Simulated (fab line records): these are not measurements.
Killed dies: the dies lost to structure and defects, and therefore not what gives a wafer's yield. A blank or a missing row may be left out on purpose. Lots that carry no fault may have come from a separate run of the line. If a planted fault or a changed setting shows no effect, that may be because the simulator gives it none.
What tool caused it?    flow n5Finfet    11 lots, 33 wafers sampled, at 3 steps of a route of 1938

WHAT THE GAUGES READ, wafer by wafer
N5_MIM_TOP_LITHO_CD_MEAS_08: target cd 2000 nm.
lot   measured      on        cdNm (nm)
L757  day 14 12:20  cdSem-02  1997.6 1999.8 1994.4
L758  day 15 03:49  cdSem-01  2005.3 2002.5 2003.9
L759  day 15 11:38  cdSem-02  1996.6 2001.8 2000.1
L761  day 16 12:08  cdSem-01  1997.9 2003.0 1998.8
L768  day 17 12:22  cdSem-03  1998.7 1999.8 2002.7
L769  day 18 11:43  cdSem-02  2002.2 2002.4 2001.3
L773  day 18 17:28  cdSem-03  2002.6 1998.9 2002.1
L775  day 19 08:40  cdSem-02  1995.1 1995.7 2001.3
L774  day 19 23:31  cdSem-02  2000.8 1994.9 1998.4
L779  day 20 10:10  cdSem-02  1999.7 1998.9 1999.4
L777  day 21 18:26  cdSem-01  1996.9 1996.1 1998.2

WHAT TOOL EACH LOT RAN ON (gives the tool, then ch and the chambers of the sampled wafers, and finally the start)
lot   N5_BEOL_M6_ETCH_66                 N5_MIM_TOP_ALD_00
L757  rieDiel-05 ch 1,3, day 11 09:20    aldHk-01 ch 1,2,3, day 14 10:47
L758  rieDiel-01 ch 1,2,3, day 12 06:13  aldHk-01 ch 1,2,3, day 15 02:56
L759  rieDiel-05 ch 0,1,2, day 12 10:07  aldHk-01 ch 1,2, day 15 10:22
L761  rieDiel-05 ch 0,1,3, day 13 05:23  aldHk-02 ch 1,2,3, day 16 10:55
L768  rieDiel-04 ch 0,1, day 14 04:13    aldHk-02 ch 0,2,3, day 17 10:03
L769  rieDiel-01 ch 0,2, day 15 05:36    aldHk-03 ch 1,2, day 18 08:52
L773  rieDiel-04 ch 0,1,2, day 15 07:21  aldHk-01 ch 0,2,3, day 18 14:14
L775  rieDiel-04 ch 0,1,3, day 16 07:34  aldHk-03 ch 0,1,2, day 19 07:40
L774  rieDiel-04 ch 0,1,2, day 16 20:19  aldHk-02 ch 0,1,2, day 19 22:38
L779  rieDiel-04 ch 0,1,2, day 17 07:56  aldHk-02 ch 1,2,3, day 20 07:06
L777  rieDiel-01 ch 2,3, day 18 12:57    aldHk-03 ch 0,2, day 21 16:55
- N5_BEOL_M6_ETCH_66: etches SOC in N2/H2, target depth 80 nm, overetch 16 nm, time 120 s.
- N5_MIM_TOP_ALD_00: deposits Al2O3, purge time 3 s, co reactant pulse time 3 s.

THE ANSWER, worked out from the rows above alone
Rule: usual is defined by the lots themselves. Put in order of their means at a reading, lots are off if they are a third of the lots or fewer, leave a main group of 4 or more, and stand apart from it by a gap of 3 or more times the standard deviation of the main group's means; of several such gaps the widest counts. A main group is skipped when, at the precision printed for the reading in the tables above, its means are all equal. Also off: a lot with no number at a reading for which 4 or more lots have one. Any other lot the step has rows for is counted as sound.
Across all readings shown, no lot is off: no conclusion can be drawn from this.

WHAT THE SIMULATOR HAD INSERTED
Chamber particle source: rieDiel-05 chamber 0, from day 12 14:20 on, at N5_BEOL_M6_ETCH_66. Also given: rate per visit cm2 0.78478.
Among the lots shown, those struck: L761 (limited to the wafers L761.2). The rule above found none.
